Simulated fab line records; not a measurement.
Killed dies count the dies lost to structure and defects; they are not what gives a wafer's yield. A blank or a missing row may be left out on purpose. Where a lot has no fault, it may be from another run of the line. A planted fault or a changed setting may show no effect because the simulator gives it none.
fab line records | flow n5Finfet
[record] lots = 6 wafers = 18 lastDay = 18
route steps=1938 shown BEOL_M0_SAQP@634 BEOL_M4@1111 PASSIVATION@1936
lots untouched by any fault: they come from a run of this same line in which no faults occurred
startH: the number of hours between the record's first day and the start of the first shown wafer of the lot | waitH: hours elapsed since this lot's preceding step | " identical to the entry in the row above | L1.1+2: a single row standing in for several wafers | - no value, or no start given | * or withheld: withheld | < > ~ a bound
route shown NAME@n: NAME is a module with steps in the file, n the number in the route of the first one | usual: mean and standard deviation over wafers with no fault | same: alike in all rows | chamber/n: place in a boat | sites: the reading at each site | _std_site: their standard deviation | _edge_site: inner sites' mean taken away from outer sites' mean | radiusMm: how far each site lies from the wafer's centre | mask NAME#n: copy n | behind: the tool/chamber that last shaped the wafer | hold: what put the lot on hold/how long, in hours/how the hold closed | device: which transistor (n, p or np) failed to switch | end of line: the tests these same wafers got at the end of their route | a step given without rows: its recipe and nothing more | killed: at the first sort, the dies lost to defects and structure; wafer yield is something else | map: a wafer's dies, x killed, . not, _ none there
set.NAME: setting as actually run; set.NAME@STEP: the setting as run at that earlier step | model.NAME: the simulator's own value behind a step, which no gauge read
lots at selected steps of the route; one table per step, one row per wafer
services: from which hour (startH, from the record's first day; less than 0 if before it) a tool's chamber was out of use, for how many hours, and why
[[steps]]
[step N5_BEOL_M0_SAQP_HM_DEP_02]
[recipe] material = TiN targetThkA = 120 tempC = 25 chamberPressurePa = 0.49996
[usual] substrateTempC = 25.00/0.097 throttleValvePct = 30.0/0.87
// columns lot.wafer tool chamber startH waitH substrateTempC throttleValvePct
L603.1 pvdSputter-03 - 128.26 3.1 25.03 30.7
L603.2 " - " " 24.90 31.0
L603.4 " - " " 24.96 30.3
L606.2 pvdSputter-01 - 139.52 0.4 24.97 29.7
L606.3 " - " " 25.10 27.9
L606.6 " - " " 25.12 29.5
L612.1 pvdSputter-03 - 185.21 1.1 24.83 30.9
L612.2 " - " " 24.87 31.0
L612.6 " - " " 24.84 30.4
L619.1 pvdSputter-02 - 215.23 1.1 24.95 29.3
L619.3 " - " " 24.85 28.8
L619.6 " - " " 24.91 28.9
L620.1 pvdSputter-01 - 219.62 0.5 24.98 29.8
L620.5 " - " " 24.84 28.2
L620.6 " - " " 25.02 29.7
L624.2 pvdSputter-03 - 253.23 0.9 25.10 31.4
L624.3 " - " " 24.89 30.4
L624.6 " - " " 25.00 30.8
[step N5_BEOL_M0_SAQP_PECVD_03]
[recipe] material = SiCN targetThkA = 120 tempC = withheld precursor = 3MS/NH3 pressureTorr = 3 rfW = 202 timeS = 21.1
[usual] showerheadPlenumPTorr = 3.664/0.013 throttleValvePct = 9.1/0.51
// columns lot.wafer tool chamber startH waitH showerheadPlenumPTorr throttleValvePct
L603.1 pecvd-03 1 128.38 0.1 3.674 9.6
L603.2 " 0 " " 3.666 8.9
L603.4 " 0 " " 3.681 8.7
L606.2 pecvd-01 0 139.64 0.1 3.654 9.1
L606.3 " 1 " " 3.665 10.1
L606.6 " 2 " " 3.647 8.7
L612.1 pecvd-04 0 185.33 0.1 3.680 9.0
L612.2 " 1 " " 3.653 8.6
L612.6 " 0 " " 3.666 9.0
L619.1 pecvd-03 2 215.35 0.1 3.676 9.3
L619.3 " 2 " " 3.670 8.9
L619.6 " 2 " " 3.668 9.4
L620.1 pecvd-04 0 219.74 0.1 3.677 8.8
L620.5 " 0 " " 3.673 8.9
L620.6 " 1 " " 3.641 8.7
L624.2 pecvd-03 2 253.35 0.1 3.666 8.5
L624.3 " 0 " " 3.677 8.8
L624.6 " 0 " " 3.684 8.9
[step N5_BEOL_M0_SAQP_PECVD_96]
[recipe] material = a-Si targetThkA = 450 tempC = 350 precursor = SiH4/He pressureTorr = 3 rfW = 100 timeS = 45.2
[usual] heaterPowerOuterW = 356/33 heaterPowerW = 607/47 showerheadPlenumPTorr = 5.67/0.043 throttleValvePct = 18.1/0.99
// columns lot.wafer tool chamber startH waitH heaterPowerOuterW heaterPowerW showerheadPlenumPTorr throttleValvePct
L603.1 pecvd-03 1 128.41 0.0 425 664 5.70 19.1
L603.2 " 0 " " 333 575 5.71 17.8
L603.4 " 0 " " 334 568 5.71 17.8
L606.2 pecvd-01 0 139.67 0.0 327 581 5.68 18.3
L606.3 " 1 " " 313 528 5.68 20.3
L606.6 " 2 " " 317 556 5.60 17.4
L612.1 pecvd-04 0 185.38 0.0 380 683 5.71 18.1
L612.2 " 1 " " 344 581 5.61 17.4
L612.6 " 0 " " 377 680 5.72 17.6
L619.1 pecvd-03 2 215.40 0.0 376 626 5.69 18.4
L619.3 " 2 " " 361 635 5.69 19.0
L619.6 " 2 " " 362 638 5.68 18.5
L620.1 pecvd-04 0 219.77 0.0 336 649 5.72 17.8
L620.5 " 0 " " 346 631 5.70 18.0
L620.6 " 1 " " 318 566 5.62 17.2
L624.2 pecvd-03 2 253.38 0.0 362 634 5.67 17.0
L624.3 " 0 " " 379 592 5.72 17.8
L624.6 " 0 " " 368 615 5.70 17.7
[step N5_BEOL_M0_SAQP_PECVD_97]
[recipe] material = SiNx targetThkA = 230 tempC = 350 precursor = SiH4/NH3/N2 pressureTorr = 1.5 rfW = 300 timeS = 19.9
[usual] heaterPowerOuterW = 304/30 heaterPowerW = 537/45 showerheadPlenumPTorr = 5.14/0.059 throttleValvePct = 39.8/2.2
// columns lot.wafer tool chamber startH waitH heaterPowerOuterW heaterPowerW showerheadPlenumPTorr throttleValvePct
L603.1 pecvd-03 1 128.46 0.0 365 589 5.17 42.2
L603.2 " 0 " " 301 518 5.21 38.9
L603.4 " 0 " " 306 536 5.19 38.9
L606.2 pecvd-01 0 139.72 0.0 269 507 5.15 40.1
L606.3 " 1 " " 304 523 5.13 44.7
L606.6 " 2 " " 293 512 5.05 38.1
L612.1 pecvd-04 0 185.45 0.0 332 595 5.21 39.2
L612.2 " 1 " " 307 547 5.05 37.9
L612.6 " 0 " " 325 625 5.19 38.9
L619.1 pecvd-03 2 215.47 0.0 312 560 5.17 40.8
L619.3 " 2 " " 316 555 5.18 40.9
L619.6 " 2 " " 310 565 5.17 41.0
L620.1 pecvd-04 0 219.81 0.0 324 596 5.20 39.2
L620.5 " 0 " " 316 606 5.20 39.3
L620.6 " 1 " " 319 554 5.06 38.0
L624.2 pecvd-03 2 253.43 0.0 308 556 5.14 36.8
L624.3 " 0 " " 312 530 5.20 39.0
L624.6 " 0 " " 318 552 5.20 39.2
[step N5_BEOL_M0_SAQP_PECVD_04]
[recipe] material = a-Si targetThkA = 600 tempC = 350 precursor = SiH4/He pressureTorr = 3 rfW = 100 timeS = 60.2
[usual] heaterPowerOuterW = 356/33 heaterPowerW = 606/51 showerheadPlenumPTorr = 5.66/0.043 throttleValvePct = 18.1/0.97
// columns lot.wafer tool chamber startH waitH heaterPowerOuterW heaterPowerW showerheadPlenumPTorr throttleValvePct
L603.1 pecvd-03 1 128.50 0.0 366 592 5.68 19.1
L603.2 " 0 " " 331 549 5.71 17.5
L603.4 " 0 " " 332 557 5.71 18.0
L606.2 pecvd-01 0 139.76 0.0 334 588 5.67 18.0
L606.3 " 1 " " 325 533 5.68 20.2
L606.6 " 2 " " 340 596 5.61 17.7
L612.1 pecvd-04 0 185.51 0.0 376 664 5.72 17.9
L612.2 " 1 " " 340 587 5.59 17.3
L612.6 " 0 " " 373 693 5.71 17.8
L619.1 pecvd-03 2 215.53 0.0 357 631 5.69 18.6
L619.3 " 2 " " 374 617 5.68 18.8
L619.6 " 2 " " 361 633 5.69 18.6
L620.1 pecvd-04 0 219.85 0.0 354 657 5.71 17.6
L620.5 " 0 " " 358 649 5.70 18.0
L620.6 " 1 " " 378 639 5.60 17.5
L624.2 pecvd-03 2 253.47 0.0 377 638 5.67 16.8
L624.3 " 0 " " 365 586 5.70 18.0
L624.6 " 0 " " 358 605 5.72 18.0
[step N5_BEOL_M0_SAQP_THK_MEAS_05]
[usual] thkNm = 60.1/0.92
// columns lot.wafer tool chamber startH waitH thkNm
L603.1 filmMetro-02 - 128.59 0.1 60.9
L603.2 " - " " 60.2
L603.4 " - " " 61.4
L606.2 filmMetro-01 - 139.85 0.1 59.7
L606.3 " - " " 60.3
L606.6 " - " " 61.0
L612.1 filmMetro-02 - 185.63 0.1 59.9
L612.2 " - " " 59.6
L612.6 " - " " 60.8
L619.1 filmMetro-02 - 215.66 0.1 60.4
L619.3 " - " " 61.6
L619.6 " - " " 60.7
L620.1 filmMetro-01 - 219.95 0.1 59.0
L620.5 " - " " 60.1
L620.6 " - " " 60.3
L624.2 filmMetro-02 - 253.56 0.1 59.2
L624.3 " - " " 60.3
L624.6 " - " " 61.8
[step N5_BEOL_M0_SAQP_HM_DEP_111]
[recipe] material = SiO2 targetThkA = 120 tempC = 400 precursor = SiH4/N2O pressureTorr = 0.75 rfW = 275 timeS = 7.2
[step N5_BEOL_M0_SAQP_COAT_81]
[recipe] resist = SOC tempC = 250 timeS = 60 spinRpm = 1500 resistThkNm = 100
[step N5_BEOL_M0_SAQP_COAT_82]
[recipe] resist = SiARC tempC = 220 timeS = 60 spinRpm = 1500 resistThkNm = 30
[step N5_BEOL_M0_SAQP_COAT_08]
[recipe] resist = CAR-ArF spinRpm = 1500 resistThkNm = 90
[step N5_BEOL_M0_SAQP_EBR_10]
[recipe] solvent = PGMEA ebrWidthMm = 1.5
[step N5_BEOL_M0_SAQP_SOFTBAKE_09]
[recipe] tempC = 110 timeS = 60 resist = CAR-ArF
[step N5_BEOL_M0_SAQP_EXPOSE_11]
[recipe] maskId = M0_CORE na = 1.35 sourceShape = dipole sigmaInner = 0.538 sigmaOuter = 0.738 polarization = te targetCdNm = 42 doseMj = 55
[usual] exposureDoseMJCm2 = 54.99/0.06
// columns lot.wafer tool chamber startH waitH mask exposureDoseMJCm2
L603.1 arfiScanner-01 0 129.01 - M0_CORE#0 54.97
L603.2 " 0 " " M0_CORE#0 55.02
L603.4 " 0 " " M0_CORE#0 55.00
L606.2 arfiScanner-01 0 140.09 - M0_CORE#0 58.52
L606.3 " 0 " " M0_CORE#0 58.61
L606.6 " 0 " " M0_CORE#0 58.59
L612.1 arfiScanner-01 0 185.99 - M0_CORE#0 57.76
L612.2 " 0 " " M0_CORE#0 57.79
L612.6 " 0 " " M0_CORE#0 57.86
L619.1 arfiScanner-02 0 215.89 - M0_CORE#0 55.05
L619.3 " 0 " " M0_CORE#0 55.00
L619.6 " 0 " " M0_CORE#0 55.05
L620.1 arfiScanner-03 0 220.34 - M0_CORE#0 55.02
L620.5 " 0 " " M0_CORE#0 54.91
L620.6 " 0 " " M0_CORE#0 54.99
L624.2 arfiScanner-02 0 253.80 - M0_CORE#0 54.94
L624.3 " 0 " " M0_CORE#0 54.94
L624.6 " 0 " " M0_CORE#0 54.98
[step N5_BEOL_M0_SAQP_PEB_12]
[recipe] pebTempC = withheld pebTimeS = 60 resist = CAR-ArF
[step N5_BEOL_M0_SAQP_DEVELOP_13]
[recipe] developTimeS = 30 developer = TMAH resist = CAR-ArF devTempC = 23 rinseLiquid = diw dry = airSpin
[step N5_BEOL_M0_SAQP_CD_MEAS_14]
[recipe] targetCdNm = 42.5 landingEnergyEv = 500 detector = seInlens
[usual] cdNm = 42.6/0.34
// columns lot.wafer tool chamber startH waitH cdNm
L603.1 cdSem-01 0 129.14 - 42.4
L603.2 " 0 " " 42.8
L603.4 " 0 " " 42.5
L606.2 cdSem-02 0 140.22 - 40.4
L606.3 " 0 " " 40.6
L606.6 " 0 " " 40.3
L612.1 cdSem-02 0 186.12 - 41.1
L612.2 " 0 " " 41.5
L612.6 " 0 " " 41.3
L619.1 cdSem-03 0 216.01 - 42.2
L619.3 " 0 " " 42.6
L619.6 " 0 " " 42.9
L620.1 cdSem-03 0 220.47 - 42.0
L620.5 " 0 " " 42.9
L620.6 " 0 " " 42.1
L624.2 cdSem-01 0 253.92 - 42.4
L624.3 " 0 " " 42.9
L624.6 " 0 " " 42.7
[step N5_BEOL_M0_SAQP_OVL_MEAS_15]
[recipe] pointsPerWafer = 44
[usual] M0_CORE_OVL = 0.0/0.79
// columns lot.wafer tool chamber startH waitH M0_CORE_OVL[nm]
L603.1 overlay-02 0 129.17 0.0 1.4
L603.2 " 0 " " 0.2
L603.4 " 0 " " -0.4
L606.2 overlay-01 0 140.25 0.0 0.6
L606.3 " 0 " " 0.5
L606.6 " 0 " " -0.1
L612.1 overlay-01 0 186.15 0.0 -0.2
L612.2 " 0 " " 0.1
L612.6 " 0 " " -0.2
L619.1 overlay-02 0 216.04 0.0 -0.5
L619.3 " 0 " " -1.3
L619.6 " 0 " " 0.3
L620.1 overlay-01 0 220.50 0.0 -0.3
L620.5 " 0 " " 1.4
L620.6 " 0 " " -0.1
L624.2 overlay-01 0 253.95 0.0 -1.1
L624.3 " 0 " " -0.5
L624.6 " 0 " " -1.1
[step N5_BEOL_M4_RC_MEAS_101]
[usual] DIBL_N = 36.5/2 DIBL_P = 36.5/2.3 IOFF_N = 0.16/0.036 IOFF_P = 0.21/0.037 ION_N = 672/12 ION_P = 459/7.1 SS_N = 71.6/0.73 SS_P = 73.4/0.76 VT_N = 250/3.3 VT_P = -250.5/2.9
// columns lot.wafer tool chamber startH waitH DIBL_N[mV/V] DIBL_P[mV/V] IOFF_N[nA/um] IOFF_P[nA/um] ION_N[uA/um] ION_P[uA/um] SS_N[mV/dec] SS_P[mV/dec] VT_N[mV] VT_P[mV]
L603.1 prober-01 0 186.23 0.0 35.3 33.7 0.12 0.17 656 450 70.8 72.3 253 -253.3
L603.2 " 0 " " 38.8 37.1 0.19 0.23 669 453 71.4 73.3 246 -249.2
L603.4 " 0 " " 34.1 31.7 0.11 0.15 666 463 70.5 71.3 253 -252.2
L606.2 prober-01 0 195.08 0.2 33.8 33.6 0.12 0.17 663 459 70.6 72.7 254 -252.6
L606.3 " 0 " " 33.8 33.8 0.13 0.18 676 461 70.0 73.0 251 -252.3
L606.6 " 0 " " 34.6 33.9 0.13 0.17 670 459 70.1 73.0 255 -252.6
L612.1 prober-02 0 260.12 0.0 35.7 36.0 0.14 0.21 675 461 70.8 73.1 252 -249.6
L612.2 " 0 " " 35.5 34.8 0.14 0.19 663 462 70.7 73.2 252 -251.4
L612.6 " 0 " " 36.1 35.6 0.15 0.21 667 464 71.2 72.3 250 -248.3
L619.1 prober-02 0 274.13 0.0 34.9 33.7 0.13 0.20 664 466 71.1 72.7 253 -248.9
L619.3 " 0 " " 37.1 35.2 0.15 0.22 654 449 71.9 72.9 255 -250.1
L619.6 " 0 " " 36.9 36.0 0.16 0.24 681 473 71.1 73.3 250 -245.5
L620.1 prober-02 0 296.59 0.0 35.8 37.0 0.17 0.20 682 463 71.3 73.9 250 -251.0
L620.5 " 0 " " 35.6 37.3 0.17 0.21 678 469 71.5 73.3 248 -248.7
L620.6 " 0 " " 33.9 34.6 0.13 0.17 667 456 71.1 73.0 252 -255.2
L624.2 prober-01 0 332.22 0.2 41.1 42.9 0.27 0.25 704 461 72.7 75.0 245 -252.2
L624.3 " 0 " " 35.5 37.8 0.14 0.19 664 454 71.2 73.7 253 -253.2
L624.6 " 0 " " 36.7 38.2 0.16 0.19 677 455 71.6 74.5 251 -254.5
[step N5_PASSIVATION_PROBE_49]
[usual] defectLimitedYield = 91.4/1.4 killed_at_M0_to_M3 = 33/11 killed_at_M4_up = 13/5.3 killedAtContacts = 13/6.1 killedAtFrontEnd = 40/11 killedAtOther = 2.9/2.7 killedDies = 102/17 killedOpen = 68/13 killedShort = 32/7.5 sort_bin_4_leakage = 0.00/0.022 sort_bin_5_function = 5.1/0.98 sort_bin_6_memory = 3.2/0.69 sortNPass = 1077/21 sortYieldPct = 91.3/1.7
[same] grossDies = 1180 killedAtBackSide = 0 sort_bin_8_speed[%] = 0
// columns lot.wafer tool chamber startH waitH defectLimitedYield[%] killed_at_M0_to_M3 killed_at_M4_up killedAtContacts killedAtFrontEnd killedAtOther killedDies killedOpen killedShort sort_bin_4_leakage[%] sort_bin_5_function[%] sort_bin_6_memory[%] sortNPass sortYieldPct[%]
L606.2 prober-02 - 316.22 0.1 88.1 33 14 18 73 2 140 101 38 0 7.2 4.4 1040 88.1
L606.6 prober-02 - 316.42 0.3 88.7 58 6 12 55 2 133 99 34 0 6.9 4.3 1047 88.7
L612.2 prober-02 - 390.33 0.1 92.6 33 5 10 36 3 87 57 25 0 3.7 3.2 1093 92.6
// killed by level:class
L606.2 FIN_SAQP:geometricParticle:open=27 STI_FIN_REVEAL:geometricParticle:open=17 MOL_CONTACT_COAG:geometricParticle:open=15 FIN_SAQP:geometricParticle:short=10 BEOL_M2:geometricParticle:open=9 BEOL_M3:geometricParticle:open=7 BEOL_M0_SAQP:geometricParticle:short=6 DUMMY_GATE:geometricParticle:open=5
L606.6 STI_FIN_REVEAL:geometricParticle:open=18 BEOL_M0_SAQP:geometricParticle:open=16 BEOL_M2:geometricParticle:open=16 MOL_CONTACT_COAG:geometricParticle:open=11 GATE_CUT:geometricParticle:short=7 BEOL_M2:geometricParticle:short=7 BEOL_M3:geometricParticle:open=7 FIN_SAQP:geometricParticle:open=6
L612.2 BEOL_M0_SAQP:geometricParticle:open=13 FIN_SAQP:geometricParticle:open=9 MOL_CONTACT_COAG:geometricParticle:open=8 BEOL_M0_SAQP:geometricParticle:short=7 FIN_SAQP:geometricParticle:short=5 GATE_CUT:geometricParticle:open=5 BEOL_M1:geometricParticle:open=5 GATE_CUT:geometricParticle:short=4
[[services]]
// columns tool chamber startH hours kind
arfiScanner-01 - 104.27 1.0 pm
arfiScanner-03 - 106.32 1.0 pm
arfiScanner-03 - 108.31 1.1 repair
arfiScanner-02 - 109.41 0.8 pm
pvdSputter-02 - 110.45 4.0 repair
arfiScanner-01 - 114.10 3.9 pm
pvdSputter-02 - 115.23 1.6 repair
arfiScanner-01 - 118.64 2.5 repair
arfiScanner-03 - 133.34 0.8 pm
arfiScanner-01 - 135.04 0.8 pm
arfiScanner-01 - 142.74 3.0 pm
pvdSputter-01 - 156.15 13.6 repair
arfiScanner-01 - 159.79 1.3 pm
arfiScanner-02 - 169.76 1.3 pm
arfiScanner-01 - 174.94 1.0 pm
arfiScanner-02 - 185.47 0.5 repair
pecvd-03 0 191.30 24.5 repair
arfiScanner-01 - 195.88 0.8 pm
pecvd-03 - 203.51 6.0 pm
arfiScanner-02 - 210.15 1.0 pm
arfiScanner-02 - 211.15 1.0 pm
arfiScanner-02 - 213.17 0.9 repair
pecvd-01 0 214.42 5.7 repair
pecvd-03 - 225.10 5.1 repair
[[key]]
[firstSign] step = N5_BEOL_M0_SAQP_EXPOSE_11 reading = exposureDoseMJCm2 direction = up sigmas = 54 usual = 54.99 struck = 58.19
[effect] step = N5_BEOL_M0_SAQP_CD_MEAS_14 reading = cdNm direction = down sigmas = 5.1 usual = 42.6 struck = 40.9 through = controlLoop
metAt N5_BEOL_M0_SAQP_EXPOSE_11
struckWafers L606.2,L606.3,L606.6,L612.1,L612.2,L612.6
[loopTrim] step = N5_BEOL_M0_SAQP_EXPOSE_11 setting = dose lots = L612
onsetBetween 129.01 140.09
[fault] kind = processParameterDrift tool = arfiScanner-01 chamber = - onsetH = 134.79 steps = N5_BEOL_M0_SAQP_EXPOSE_11 channel = doseMj offset = 3.5556 shape = step actsIn = theseRecipesOnly stated = 55
// loopTrim: a control loop set the setting to another value than it would have without faults
